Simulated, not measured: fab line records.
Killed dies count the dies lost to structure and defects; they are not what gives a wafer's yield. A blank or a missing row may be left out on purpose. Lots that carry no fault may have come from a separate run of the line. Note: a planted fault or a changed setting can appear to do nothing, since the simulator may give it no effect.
Chamber matching    flow nand-harc    4 sister chambers for NHARC_A_STAIRCASE_DESCUM_312 on rie-diel-05
The step chemistry O2, time 3 s. 4 wafers are shown with their chamber, then 8 later ones without.

== WAFERS PAIRED WITH THEIR CHAMBERS ==
wafer   chamber  showerhead-plenum-p-Torr (Torr)
L082.3  1        2.02
L084.4  3        1.93
L084.6  0        2.04
L087.1  2        1.91

== WAFERS WHOSE CHAMBER IS MISSING ==
wafer   showerhead-plenum-p-Torr (Torr)
L087.4  2.03
L087.6  2.03
L091.1  2.01
L091.3  1.91
L091.6  1.93
L094.2  2.03
L094.3  1.91
L094.6  2.01

== WHICH CHAMBER EACH WENT THROUGH ==
wafer   from the rows above      in truth
L087.4  can't be placed: 1 or 0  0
L087.6  can't be placed: 1 or 0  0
L091.1  1                        1
L091.3  2                        2
L091.6  3                        3
L094.2  can't be placed: 1 or 0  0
L094.3  2                        2
L094.6  1                        1
Correctly placed: 5 of 8. From these rows, 3 cannot be placed; in 3 the true chamber is one of the candidates. Placed wrongly: 0.
How it was worked out, from the rows above alone: a wafer's distance from a chamber is the root of the sum, over the readings, of the square of ((its reading less the chamber's mean) divided by the reading's scatter). The wafer belongs to the nearest chamber; if the next one is less than 2 further off, it can't be placed. A chamber's mean is the mean of its shown wafers. The scatter (one wafer shown for each chamber): square how far every hidden wafer sits from the nearest shown wafer, average those squares and take the square root.
